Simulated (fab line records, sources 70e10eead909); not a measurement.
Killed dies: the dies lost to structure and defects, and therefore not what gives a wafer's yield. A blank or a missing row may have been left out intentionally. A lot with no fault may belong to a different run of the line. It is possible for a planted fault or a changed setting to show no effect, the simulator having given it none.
fab line records -- flow nandHarc
record lots=5, wafers=15, lastDay=33
route steps=1302 shown A_ONON_D1@428
lots that met no fault: from a run of the same line without faults
startH: hours from the record's first day to the start of the lot's first wafer shown -- waitH: time in hours since the lot's previous step -- " as in the row above -- L1.1+2: a single row standing in for several wafers -- - no value, or no start given -- * or withheld: withheld -- < > ~ a bound
route shown NAME@n: names a module that has steps shown in the file, with the first one's number in the route -- usual: mean/standard deviation taken from wafers without a fault -- same: alike in all rows -- chamber/n: place in a boat -- sites: per-site readings -- _std_site: the values' standard deviation -- _edge_site: outer sites' mean less inner sites' -- radiusMm: how far each site lies from the wafer's centre -- mask NAME#n: copy n -- behind: the tool/chamber that last shaped the wafer -- hold: reason for holding the lot/hours on hold/outcome of the hold -- device: the n, p or np transistor that did not switch -- end of line: tests run on the same wafers once the route is complete -- a step without rows: its recipe alone -- killed: dies lost to structure and defects at the first sort, not the wafer's yield -- map: shows each die of a wafer: x if killed, . if not, _ if none is there
set.NAME: the run value of the setting; set.NAME@STEP: its run value at that earlier step -- model.NAME: the simulator's own value behind a step, which no gauge read
a table for each step, a row for each wafer; lots at some steps of the route
services: from which hour (startH, from the record's first day; less than 0 if before it) a tool's chamber was out of use, for how many hours, and why
## steps
# step NHARC_A_ONON_D1_DEP_06
# recipe targetThkA=10000, n2FlowSccm=2750, n2oFlowSccm=2000, nh3FlowSccm=500, sih4FlowSccm=210, tempC=400
# step NHARC_A_ONON_D1_THK_MEAS_08
# recipe thkMeasGauge=ellipsometry
# usual thkNm=1001/8.7
lot.wafer,tool,chamber,startH,waitH,thkNm
L852.3,filmMetro-02,-,192.93,-,1000
L852.4,filmMetro-02,-,192.93,-,1000
L852.6,filmMetro-02,-,192.93,-,998
L860.1,filmMetro-01,-,268.70,-,989
L860.2,filmMetro-01,-,268.70,-,990
L860.3,filmMetro-01,-,268.70,-,989
L865.4,filmMetro-01,-,322.38,-,1009
L865.5,filmMetro-01,-,322.38,-,1011
L865.6,filmMetro-01,-,322.38,-,1008
L868.1,filmMetro-01,-,355.64,-,990
L868.2,filmMetro-01,-,355.64,-,991
L868.3,filmMetro-01,-,355.64,-,992
L871.3,filmMetro-02,-,389.82,-,990
L871.4,filmMetro-02,-,389.82,-,990
L871.6,filmMetro-02,-,389.82,-,988
# step NHARC_A_ONON_D1_DEP_09
# recipe targetThkA=10000, n2FlowSccm=2750, n2oFlowSccm=2000, nh3FlowSccm=500, sih4FlowSccm=210, tempC=400
# step NHARC_A_ONON_D1_THK_MEAS_11
# recipe thkMeasGauge=ellipsometry
# usual thkNm=999/7.8
lot.wafer,tool,chamber,startH,waitH,thkNm
L852.3,filmMetro-02,-,193.50,-,993
L852.4,filmMetro-02,-,193.50,-,992
L852.6,filmMetro-02,-,193.50,-,993
L860.1,filmMetro-02,-,269.26,-,992
L860.2,filmMetro-02,-,269.26,-,992
L860.3,filmMetro-02,-,269.26,-,991
L865.4,filmMetro-02,-,322.94,-,990
L865.5,filmMetro-02,-,322.94,-,988
L865.6,filmMetro-02,-,322.94,-,988
L868.1,filmMetro-01,-,356.20,-,999
L868.2,filmMetro-01,-,356.20,-,998
L868.3,filmMetro-01,-,356.20,-,999
L871.3,filmMetro-02,-,390.40,-,1000
L871.4,filmMetro-02,-,390.40,-,1000
L871.6,filmMetro-02,-,390.40,-,1000
# step NHARC_A_ONON_D1_DEP_12
# recipe targetThkA=10000, n2FlowSccm=2750, n2oFlowSccm=2000, nh3FlowSccm=500, sih4FlowSccm=210, tempC=400
# step NHARC_A_ONON_D1_THK_MEAS_14
# recipe thkMeasGauge=ellipsometry
# usual thkNm=1002/10
lot.wafer,tool,chamber,startH,waitH,thkNm
L852.3,filmMetro-02,-,194.07,-,998
L852.4,filmMetro-02,-,194.07,-,997
L852.6,filmMetro-02,-,194.07,-,999
L860.1,filmMetro-02,-,269.83,-,1009
L860.2,filmMetro-02,-,269.83,-,1010
L860.3,filmMetro-02,-,269.83,-,1009
L865.4,filmMetro-01,-,323.50,-,1000
L865.5,filmMetro-01,-,323.50,-,1001
L865.6,filmMetro-01,-,323.50,-,998
L868.1,filmMetro-01,-,356.77,-,985
L868.2,filmMetro-01,-,356.77,-,988
L868.3,filmMetro-01,-,356.77,-,987
L871.3,filmMetro-02,-,390.97,-,991
L871.4,filmMetro-02,-,390.97,-,994
L871.6,filmMetro-02,-,390.97,-,996
# step NHARC_A_ONON_D1_ANNEAL_15
# recipe tempC=750, timeS=3600
# step NHARC_A_ONON_D1_DEP_16
# recipe targetThkA=10000, n2FlowSccm=2750, n2oFlowSccm=2000, nh3FlowSccm=500, sih4FlowSccm=210, tempC=400
# step NHARC_A_ONON_D1_THK_MEAS_18
# recipe thkMeasGauge=ellipsometry
# usual thkNm=1000/6.8
lot.wafer,tool,chamber,startH,waitH,thkNm
L852.3,filmMetro-02,-,201.64,-,1005
L852.4,filmMetro-02,-,201.64,-,1003
L852.6,filmMetro-02,-,201.64,-,1007
L860.1,filmMetro-02,-,279.80,-,989
L860.2,filmMetro-02,-,279.80,-,991
L860.3,filmMetro-02,-,279.80,-,991
L865.4,filmMetro-01,-,331.98,-,1002
L865.5,filmMetro-01,-,331.98,-,1001
L865.6,filmMetro-01,-,331.98,-,1001
L868.1,filmMetro-01,-,366.23,-,1003
L868.2,filmMetro-01,-,366.23,-,1003
L868.3,filmMetro-01,-,366.23,-,1001
L871.3,filmMetro-02,-,402.13,-,990
L871.4,filmMetro-02,-,402.13,-,988
L871.6,filmMetro-02,-,402.13,-,988
# step NHARC_A_ONON_D1_DEP_19
# recipe targetThkA=10000, n2FlowSccm=2750, n2oFlowSccm=2000, nh3FlowSccm=500, sih4FlowSccm=210, tempC=400
# step NHARC_A_ONON_D1_THK_MEAS_21
# recipe thkMeasGauge=ellipsometry
# usual thkNm=1000/9.7
lot.wafer,tool,chamber,startH,waitH,thkNm
L852.3,filmMetro-02,-,202.21,-,1015
L852.4,filmMetro-02,-,202.21,-,1016
L852.6,filmMetro-02,-,202.21,-,1015
L860.1,filmMetro-01,-,280.36,-,1005
L860.2,filmMetro-01,-,280.36,-,1005
L860.3,filmMetro-01,-,280.36,-,1004
L865.4,filmMetro-02,-,332.55,-,1003
L865.5,filmMetro-02,-,332.55,-,1003
L865.6,filmMetro-02,-,332.55,-,1000
L868.1,filmMetro-02,-,366.80,-,989
L868.2,filmMetro-02,-,366.80,-,991
L868.3,filmMetro-02,-,366.80,-,990
L871.3,filmMetro-01,-,402.69,-,989
L871.4,filmMetro-01,-,402.69,-,991
L871.6,filmMetro-01,-,402.69,-,990
# step NHARC_A_ONON_D1_DEP_22
# recipe targetThkA=10000, n2FlowSccm=2750, n2oFlowSccm=2000, nh3FlowSccm=500, sih4FlowSccm=210, tempC=400
# usual nh3FlowSccm=500.2/1.3, susceptorTempC=400.02/0.22
lot.wafer,tool,chamber,startH,waitH,nh3FlowSccm,susceptorTempC
L852.3,pecvdOnon-03,0,202.38,0.2,499.8,400.09
L852.4,pecvdOnon-03,0,202.38,0.2,502.5,400.47
L852.6,pecvdOnon-03,0,202.38,0.2,500.3,400.00
L860.1,pecvdOnon-04,0,280.42,0.1,501.6,399.95
L860.2,pecvdOnon-04,0,280.42,0.1,500.4,399.67
L860.3,pecvdOnon-04,0,280.42,0.1,501.2,399.96
L865.4,pecvdOnon-03,0,332.77,0.2,500.8,400.17
L865.5,pecvdOnon-03,0,332.77,0.2,500.9,400.21
L865.6,pecvdOnon-03,0,332.77,0.2,501.6,400.06
L868.1,pecvdOnon-04,0,366.85,0.1,500.5,400.22
L868.2,pecvdOnon-04,0,366.85,0.1,501.4,400.03
L868.3,pecvdOnon-04,0,366.85,0.1,503.2,400.60
L871.3,pecvdOnon-01,0,402.86,0.2,500.7,399.61
L871.4,pecvdOnon-01,0,402.86,0.2,499.5,399.55
L871.6,pecvdOnon-01,0,402.86,0.2,500.2,399.87
# step NHARC_A_ONON_D1_THK_MEAS_24
# recipe thkMeasGauge=ellipsometry
# usual thkNm=1002/7.7
lot.wafer,tool,chamber,startH,waitH,thkNm
L852.3,filmMetro-02,-,202.77,-,1021
L852.4,filmMetro-02,-,202.77,-,1020
L852.6,filmMetro-02,-,202.77,-,1020
L860.1,filmMetro-01,-,280.93,-,979
L860.2,filmMetro-01,-,280.93,-,978
L860.3,filmMetro-01,-,280.93,-,979
L865.4,filmMetro-01,-,333.14,-,1009
L865.5,filmMetro-01,-,333.14,-,1009
L865.6,filmMetro-01,-,333.14,-,1009
L868.1,filmMetro-01,-,367.36,-,996
L868.2,filmMetro-01,-,367.36,-,996
L868.3,filmMetro-01,-,367.36,-,994
L871.3,filmMetro-02,-,403.26,-,1011
L871.4,filmMetro-02,-,403.26,-,1015
L871.6,filmMetro-02,-,403.26,-,1012
# step NHARC_A_ONON_D1_DEP_25
# recipe targetThkA=10000, n2FlowSccm=2750, n2oFlowSccm=2000, nh3FlowSccm=500, sih4FlowSccm=210, tempC=400
## services
tool,chamber,startH,hours,kind
pecvdOnon-03,-,227.00,13.0,pm
pecvdOnon-01,-,269.67,13.0,pm
pecvdOnon-04,-,311.00,13.0,pm
## key
firstSign step=NHARC_A_ONON_D1_THK_MEAS_24, reading=thkNm, direction=down, sigmas=3.1, usual=1002, struck=978
effect none on later readings
metAt NHARC_A_ONON_D1_DEP_22
struckWafers L860.1,L860.2,L860.3
sortLeftOut L860.1,L860.2,L860.3
testerLeftOut L860
fault kind=processParameterDrift, tool=pecvdOnon-04, chamber=-, onsetH=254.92, steps=NHARC_A_ONON_D1_DEP_22, channel=targetThkA, offset=*, shape=step, endH=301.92, actsIn=*, stated=*
# testerLeftOut: of these lots the tester's yield and bins aren't shown, on N5 and GAA mostly nor the transistor test; their killed dies are dies lost to structure and defects alone, not to doping, threshold or leakage, so they don't give the yield
# sortLeftOut: the simulated sort isn't trusted on such a fault, so these wafers' sort isn't shown, and their yield isn't known
